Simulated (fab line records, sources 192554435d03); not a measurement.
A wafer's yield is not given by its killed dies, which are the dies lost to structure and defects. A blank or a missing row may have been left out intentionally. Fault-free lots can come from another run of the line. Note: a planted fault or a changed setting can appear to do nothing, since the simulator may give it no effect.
Matching of chambers | flow n5-finfet | N5_BEOL_M5_ETCH_61 on rie-diel-05 has 4 sister chambers
The step etches SiARC in CF4, target depth 15.6 nm, time 26 s. 4 wafers are shown with their chamber, then 8 later ones without.

## WAFERS, EACH WITH ITS CHAMBER
wafer  | chamber | showerhead-plenum-p-Torr (Torr)
L082.5 | 2       | 2.17
L083.5 | 0       | 2.21
L085.4 | 1       | 2.04
L092.4 | 3       | 2.07

## WAFERS WITHOUT THEIR CHAMBER
wafer  | showerhead-plenum-p-Torr (Torr)
L092.5 | 2.20
L092.6 | 2.03
L094.1 | 2.03
L094.4 | 2.07
L094.5 | 2.03
L095.2 | 2.16
L095.4 | 2.07
L095.6 | 2.20

## CHAMBER TAKEN BY EACH
wafer  | from the rows above | in truth
L092.5 | 0                   | 0
L092.6 | 1                   | 1
L094.1 | 1                   | 1
L094.4 | 3                   | 3
L094.5 | 1                   | 1
L095.2 | 2                   | 2
L095.4 | 3                   | 3
L095.6 | 0                   | 0
Placed correctly: 8 of 8. Left unplaced by these rows: 0. 0 placed wrongly.
How it was worked out, from the rows above alone: a wafer's distance from a chamber is the root of the sum, over the readings, of the square of ((its reading less the chamber's mean) divided by the reading's scatter). If the next closest chamber is less than 2 further off than the closest, the wafer can't be placed; otherwise it belongs to the closest. The mean given for a chamber averages the wafers shown for that chamber. The scatter: with one shown wafer a chamber, the root of the mean of the squares of how far each hidden wafer lies from its nearest shown one.
